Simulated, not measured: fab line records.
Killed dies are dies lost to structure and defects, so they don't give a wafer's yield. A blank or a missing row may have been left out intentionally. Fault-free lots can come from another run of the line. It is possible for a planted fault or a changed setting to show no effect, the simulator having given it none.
Split-lot study | flow n5_finfet | on a route of 1938 steps: 7 lots, 21 wafers read

THE SPLIT
At N5_BEOL_M11_COAT_59 (time 60 s, resist thk 100 nm), the setting spin_rpm was moved away from the recipe's 1500 rpm on 5 of the 21 wafers read, by -9.7% to +3.3%. All remaining wafers had this setting at the recipe value.

The reading is taken at the split's own step.

THE READING
SOC_of_BEOL_M11_COAT_59.thk_nm (the simulator's own value, which no gauge read), in nm, at N5_BEOL_M11_COAT_59 (time 60 s, resist thk 100 nm). No usual value for it is given in the file. Across the 16 wafers here that went through the recipe, the average is 100.2 nm and the standard deviation 0.17 nm.

wafer  | tool, chamber at the split | spin_rpm as run, rpm | against the recipe | SOC_of_BEOL_M11_COAT_59.thk_nm, nm | against lot-mates on the recipe
L078.1 | litho_track-03, 0          | 1500                 | recipe             | 100.2                              | -
L078.6 | litho_track-03, 0          | 1500                 | recipe             | 100.2                              | -
L078.2 | litho_track-03, 0          | 1376                 | -8.3%              | 104.8                              | +4.6
L079.4 | litho_track-02, 0          | 1500                 | recipe             | 100.2                              | -
L079.5 | litho_track-02, 0          | 1500                 | recipe             | 100                                | -
L079.6 | litho_track-02, 0          | 1500                 | recipe             | 100.4                              | -
L082.2 | litho_track-02, 0          | 1500                 | recipe             | 100.2                              | -
L082.4 | litho_track-02, 0          | 1500                 | recipe             | 100.2                              | -
L082.6 | litho_track-02, 0          | 1500                 | recipe             | 100.4                              | -
L088.2 | litho_track-02, 0          | 1500                 | recipe             | 100.4                              | -
L088.5 | litho_track-02, 0          | 1355                 | -9.7%              | 105.2                              | +4.9
L088.6 | litho_track-02, 0          | 1500                 | recipe             | 100.2                              | -
L090.2 | litho_track-01, 0          | 1550                 | +3.3%              | 98.4                               | -1.6
L090.3 | litho_track-01, 0          | 1550                 | +3.3%              | 98.6                               | -1.4
L090.6 | litho_track-01, 0          | 1500                 | recipe             | 100                                | -
L092.1 | litho_track-03, 0          | 1500                 | recipe             | 100                                | -
L092.6 | litho_track-03, 0          | 1500                 | recipe             | 100                                | -
L092.5 | litho_track-03, 0          | 1500                 | recipe             | 99.8                               | -
L094.3 | litho_track-03, 0          | 1436                 | -4.3%              | 102.6                              | +2.5
L094.5 | litho_track-03, 0          | 1500                 | recipe             | 100                                | -
L094.6 | litho_track-03, 0          | 1500                 | recipe             | 100.2                              | -

THE FIT
A straight line over all 21 wafers: SOC_of_BEOL_M11_COAT_59.thk_nm changes by -0.536 nm for each +1% of spin_rpm; r = -0.99; the points scatter about the line by 0.17 nm.
The same after taking each lot's own level away (the mean of its wafers on the recipe; 21 wafers): -0.521 nm for each +1%; r = -1.00; scatter 0.15 nm.
On that fit, the largest move of spin_rpm shifts the reading by 5 nm.
Measured against the standard deviation above, the lots' own levels, which go from 99.93 to 100.30 nm, span 2.2 times it.
The two slopes are in agreement: the lot-to-lot level therefore moves the slope only a little.
Check: for one of the wafers moved furthest among these (-9.7%), held out of the fit, the line's prediction against its lot-mates is +5.24 nm. Against them it came out at +4.9 nm.

FURTHER SPLITS ON THESE WAFERS
Note: prior to the reading, these wafers also went through further splits. Each is held against what the fit with the lots' levels taken away leaves over:
other split on the same wafers       | wafers away from the commonest value | r with SOC_of_BEOL_M11_COAT_59.thk_nm (lot level and that fit taken away)
N5_BEOL_M6_SPUTTER_48 power_w        | 7                                    | -0.01
N5_BEOL_M8_EXPOSE_08 dose_mj         | 7                                    | -0.14
N5_BEOL_M8_DEVELOP_10 develop_time_s | 9                                    | +0.22
N5_BEOL_M8_DEP_56 time_s             | 6                                    | +0.04
N5_BEOL_M9_COAT_22 spin_rpm          | 7                                    | -0.28
N5_BEOL_M9_ETCH_66 time_s            | 6                                    | +0.07

THE FILE'S OWN FIT
SOC_of_BEOL_M11_COAT_59.thk_nm changes by -0.529 nm for each +1% of spin_rpm, r = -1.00.
